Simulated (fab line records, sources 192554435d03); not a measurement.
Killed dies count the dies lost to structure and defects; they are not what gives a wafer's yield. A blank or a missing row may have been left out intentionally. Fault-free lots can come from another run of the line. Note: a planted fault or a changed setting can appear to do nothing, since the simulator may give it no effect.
Which tool is to blame?    flow n5 finfet    24 lots, 72 wafers sampled, at 6 steps of a route of 1938

== WHAT EACH GAUGE READ, for each wafer ==
N5_BEOL_M8_INSPECT_58: inspects for defects (darkfield).
lot   measured      on                 raw defect count
L074  day 9 03:08   defect inspect-02  33 50 53
L075  day 9 21:58   defect inspect-02  80 69 140
L076  day 9 23:15   defect inspect-01  101 55 64
L077  day 10 01:46  defect inspect-02  66 48 39
L078  day 10 02:52  defect inspect-01  69 74 62
L079  day 10 14:07  defect inspect-02  142 74 139
L080  day 10 23:32  defect inspect-01  25 43 54
L082  day 10 23:51  defect inspect-01  48 66 76
L081  day 11 08:25  defect inspect-01  105 103 121
L083  day 11 08:35  defect inspect-01  42 67 74
L085  day 12 01:38  defect inspect-02  62 57 60
L084  day 12 02:38  defect inspect-02  89 132 57
L087  day 12 17:37  defect inspect-02  168 78 90
L086  day 12 20:44  defect inspect-02  63 52 79
L089  day 12 23:40  defect inspect-01  39 58 72
L090  day 13 01:58  defect inspect-02  70 67 83
L088  day 13 02:18  defect inspect-01  51 64 72
L091  day 13 14:13  defect inspect-01  65 89 67
L092  day 13 23:18  defect inspect-01  59 49 102
L094  day 14 02:53  defect inspect-02  51 65 51
L093  day 14 05:51  defect inspect-01  63 35 53
L095  day 14 10:41  defect inspect-01  64 64 83
L096  day 14 17:34  defect inspect-01  47 29 59
L097  day 15 11:14  defect inspect-01  66 52 51

N5_BEOL_M9_OVL_MEAS_12.
lot   measured      on          M9_OVL (nm)
L074  day 9 04:47   overlay-02  0.6 1.4 -0.1
L075  day 10 01:05  overlay-01  -0.2 1.0 1.2
L076  day 10 01:22  overlay-01  0.2 0.8 -0.1
L077  day 10 03:52  overlay-01  -1.2 -0.8 0.0
L078  day 10 05:08  overlay-02  -0.4 1.2 0.3
L079  day 10 15:16  overlay-01  1.1 1.1 1.6
L080  day 11 02:39  overlay-02  0.2 1.2 0.2
L082  day 11 02:41  overlay-01  1.1 1.5 0.4
L081  day 11 11:29  overlay-01  0.2 0.2 0.4
L083  day 11 11:40  overlay-02  0.4 0.1 0.5
L085  day 12 04:10  overlay-01  0.4 0.9 -0.1
L084  day 12 04:23  overlay-02  0.6 0.9 -1.3
L087  day 12 20:27  overlay-02  1.4 -0.2 -0.3
L086  day 12 23:34  overlay-01  0.0 -0.1 0.6
L089  day 13 01:16  overlay-01  0.5 0.1 0.1
L090  day 13 03:39  overlay-02  -0.5 1.4 -0.2
L088  day 13 05:47  overlay-02  0.2 0.9 0.7
L091  day 13 17:41  overlay-02  -0.3 -0.6 0.1
L092  day 14 01:25  overlay-01  0.5 1.3 0.8
L094  day 14 06:09  overlay-01  1.2 1.2 0.6
L093  day 14 10:12  overlay-01  0.7 0.7 0.4
L095  day 14 13:01  overlay-02  -0.5 0.7 -0.5
L096  day 14 20:05  overlay-01  0.1 -0.1 1.3
L097  day 15 15:37  overlay-02  1.1 -0.4 0.0

N5_BEOL_M9_INSPECT_13: inspects for defects (brightfield).
lot   measured      on                 raw defect count
L074  day 9 04:49   defect inspect-02  378 286 389
L075  day 10 01:07  defect inspect-02  384 488 572
L076  day 10 01:23  defect inspect-02  384 490 311
L077  day 10 03:54  defect inspect-02  264 233 244
L078  day 10 05:10  defect inspect-01  391 463 519
L079  day 10 15:17  defect inspect-02  477 360 578
L080  day 11 02:41  defect inspect-02  363 390 314
L082  day 11 02:43  defect inspect-01  392 387 341
L081  day 11 11:31  defect inspect-02  323 486 412
L083  day 11 11:41  defect inspect-01  291 299 315
L085  day 12 04:12  defect inspect-02  279 297 271
L084  day 12 04:24  defect inspect-02  431 537 312
L087  day 12 20:28  defect inspect-02  591 338 611
L086  day 12 23:35  defect inspect-01  406 320 377
L089  day 13 01:17  defect inspect-01  278 369 354
L090  day 13 03:40  defect inspect-02  507 352 391
L088  day 13 05:49  defect inspect-02  313 305 365
L091  day 13 17:43  defect inspect-01  374 397 482
L092  day 14 01:26  defect inspect-02  344 377 419
L094  day 14 06:10  defect inspect-02  388 371 348
L093  day 14 10:14  defect inspect-01  334 304 277
L095  day 14 13:03  defect inspect-02  259 381 324
L096  day 14 20:06  defect inspect-01  334 277 263
L097  day 15 15:38  defect inspect-01  409 365 336

N5_BEOL_M9_INSPECT_30: inspects for defects (brightfield).
lot   measured      on                 raw defect count
L074  day 9 06:08   defect inspect-02  351 298 412
L075  day 10 02:20  defect inspect-01  379 501 584
L076  day 10 02:30  defect inspect-01  383 478 308
L077  day 10 05:28  defect inspect-01  281 249 234
L078  day 10 06:10  defect inspect-01  410 479 509
L079  day 10 18:07  defect inspect-01  486 353 572
L080  day 11 04:32  defect inspect-02  402 417 304
L082  day 11 04:34  defect inspect-01  379 372 376
L081  day 11 12:44  defect inspect-01  334 463 425
L083  day 11 13:05  defect inspect-02  298 291 306
L085  day 12 06:25  defect inspect-01  277 307 265
L084  day 12 06:34  defect inspect-01  389 527 320
L087  day 12 21:44  defect inspect-01  580 342 587
L086  day 13 00:35  defect inspect-01  405 304 394
L089  day 13 02:21  defect inspect-02  278 338 374
L090  day 13 04:33  defect inspect-02  503 340 396
L088  day 13 08:10  defect inspect-02  313 301 365
L091  day 13 20:26  defect inspect-01  378 415 469
L092  day 14 02:32  defect inspect-01  363 350 409
L094  day 14 08:38  defect inspect-01  370 366 373
L093  day 14 11:28  defect inspect-02  321 324 292
L095  day 14 15:20  defect inspect-01  248 368 305
L096  day 14 22:10  defect inspect-02  328 273 296
L097  day 15 18:53  defect inspect-01  419 359 325

== EACH LOT AND THE TOOL THAT RAN IT (in order: tool; ch and the chambers of the sampled wafers; start) ==
lot   N5_BEOL_M8_CURE_74             N5_BEOL_M8_DESCUM_16
L074  uv cure-03 ch 0, day 8 18:34   rie diel-04 ch 0,1, day 8 20:22
L075  uv cure-02 ch 2, day 9 14:49   rie diel-04 ch 0,1,2, day 9 16:37
L076  uv cure-03 ch 0, day 9 16:32   rie diel-04 ch 0,3, day 9 19:22
L077  uv cure-03 ch 2, day 9 18:09   rie diel-04 ch 0,1,3, day 9 20:07
L078  uv cure-01 ch 2, day 9 21:12   rie diel-04 ch 0,3, day 9 22:22
L079  uv cure-01 ch 2, day 10 07:33  rie diel-04 ch 0,1,2, day 10 09:25
L080  uv cure-02 ch 2, day 10 15:32  rie diel-01 ch 0,2,3, day 10 17:41
L082  uv cure-03 ch 0, day 10 16:14  rie diel-05 ch 1,2, day 10 18:07
L081  uv cure-03 ch 0, day 11 00:29  rie diel-01 ch 0,1, day 11 02:52
L083  uv cure-01 ch 0, day 11 00:46  rie diel-04 ch 1,3, day 11 02:56
L085  uv cure-02 ch 2, day 11 15:38  rie diel-01 ch 0,2,3, day 11 17:55
L084  uv cure-02 ch 0, day 11 16:16  rie diel-01 ch 0,1, day 11 18:14
L087  uv cure-01 ch 2, day 12 10:29  rie diel-01 ch 0,1,2, day 12 11:47
L086  uv cure-01 ch 0, day 12 13:36  rie diel-04 ch 2,3, day 12 14:31
L089  uv cure-01 ch 2, day 12 14:49  rie diel-01 ch 1,2, day 12 17:04
L090  uv cure-03 ch 2, day 12 19:39  rie diel-04 ch 1,2, day 12 21:34
L088  uv cure-01 ch 0, day 12 20:32  rie diel-04 ch 0,1, day 12 22:02
L091  uv cure-01 ch 0, day 13 07:48  rie diel-04 ch 2,3, day 13 09:33
L092  uv cure-02 ch 0, day 13 15:07  rie diel-05 ch 0,1,2, day 13 18:26
L094  uv cure-01 ch 0, day 13 19:11  rie diel-01 ch 1,2,3, day 13 21:38
L093  uv cure-02 ch 0, day 13 22:10  rie diel-01 ch 0,1,2, day 14 01:02
L095  uv cure-01 ch 2, day 14 02:20  rie diel-01 ch 0,1,3, day 14 03:23
L096  uv cure-03 ch 0, day 14 10:31  rie diel-05 ch 1,3, day 14 12:19
L097  uv cure-02 ch 0, day 15 03:47  rie diel-04 ch 0,1,3, day 15 06:08
- N5_BEOL_M8_CURE_74: cures SiCOH lowk, time 240 s.
- N5_BEOL_M8_DESCUM_16: chemistry O2, time 7.9 s.

== AS READ BY THE TOOLS THEMSELVES (means over the sampled wafers that have a number; for cases with no such wafer, the mark the record gives instead) ==
N5_BEOL_M8_CURE_74.
lot   tool        lamp power pct (%)  wafer_temp_C_max
L074  uv cure-03  52.27               387.0
L075  uv cure-02  52.31               386.2
L076  uv cure-03  52.32               387.1
L077  uv cure-03  52.32               386.9
L078  uv cure-01  52.30               386.8
L079  uv cure-01  52.31               386.3
L080  uv cure-02  52.32               386.4
L082  uv cure-03  52.38               386.8
L081  uv cure-03  52.28               387.0
L083  uv cure-01  52.28               386.2
L085  uv cure-02  52.34               386.6
L084  uv cure-02  52.33               387.8
L087  uv cure-01  52.32               386.7
L086  uv cure-01  52.33               386.1
L089  uv cure-01  52.36               386.3
L090  uv cure-03  52.29               387.0
L088  uv cure-01  52.30               386.2
L091  uv cure-01  52.29               385.9
L092  uv cure-02  52.32               387.5
L094  uv cure-01  52.37               385.8
L093  uv cure-02  52.34               387.6
L095  uv cure-01  52.34               386.1
L096  uv cure-03  52.31               387.0
L097  uv cure-02  52.26               387.5

N5_BEOL_M8_DESCUM_16.
lot   tool         drypump motor current A (A)  oes product au (a.u.)  rf vpp V (V)  showerhead plenum p Torr (Torr)  throttle valve pct (%)
L074  rie diel-04  6.0                          0.74                   243.3         2.05                             20.6
L075  rie diel-04  6.0                          0.79                   242.5         2.07                             20.3
L076  rie diel-04  6.3                          0.70                   241.2         2.04                             20.3
L077  rie diel-04  6.0                          0.72                   242.5         2.08                             20.4
L078  rie diel-04  6.3                          0.69                   241.7         2.04                             20.3
L079  rie diel-04  6.0                          0.79                   242.5         2.07                             20.3
L080  rie diel-01  5.7                          0.76                   243.6         2.06                             20.6
L082  rie diel-05  6.5                          0.82                   242.2         2.11                             20.3
L081  rie diel-01  5.9                          0.85                   243.4         2.12                             20.7
L083  rie diel-04  5.6                          0.72                   243.6         2.13                             20.4
L085  rie diel-01  5.7                          0.75                   242.5         2.06                             20.6
L084  rie diel-01  6.3                          0.83                   243.4         2.12                             20.8
L087  rie diel-01  6.2                          0.78                   242.4         2.10                             20.7
L086  rie diel-04  5.7                          0.80                   244.5         2.14                             20.1
L089  rie diel-01  6.6                          0.73                   243.0         2.09                             20.6
L090  rie diel-04  5.7                          0.78                   242.7         2.10                             20.5
L088  rie diel-04  6.3                          0.88                   244.6         2.18                             20.2
L091  rie diel-04  5.7                          0.80                   243.6         2.14                             20.1
L092  rie diel-05  6.1                          0.80                   243.0         2.08                             20.3
L094  rie diel-01  6.1                          0.82                   243.7         2.14                             20.5
L093  rie diel-01  6.2                          0.77                   243.7         2.10                             20.8
L095  rie diel-01  5.7                          0.87                   244.1         2.15                             20.6
L096  rie diel-05  5.8                          0.78                   243.8         2.16                             20.5
L097  rie diel-04  6.0                          0.86                   243.6         2.15                             20.2

== THE ANSWER, worked out from the rows above alone ==
Rule: what is usual is taken from the lots themselves. Put in order of their means at a reading, lots are off if they are a third of the lots or fewer, leave a main group of 4 or more, and stand apart from it by a gap of 3 or more times the standard deviation of the main group's means; of several such gaps the widest counts. A main group whose means are all the same, to the digits that the tables above print for the reading, isn't used. Also off: a lot with no number at a reading for which 4 or more lots have one. The other lots that the step has rows for count as sound. The gauges are gone through in route order, then the tools' own readings, and for those a lot's mean is taken as printed above. The first step at which some lot is off is used, and at that step the reading that is off furthest; a lot without a number counts as furthest.
No lot is off on any of the readings shown, so nothing can be concluded from this.

== WHAT WAS PUT IN BY THE SIMULATOR ==
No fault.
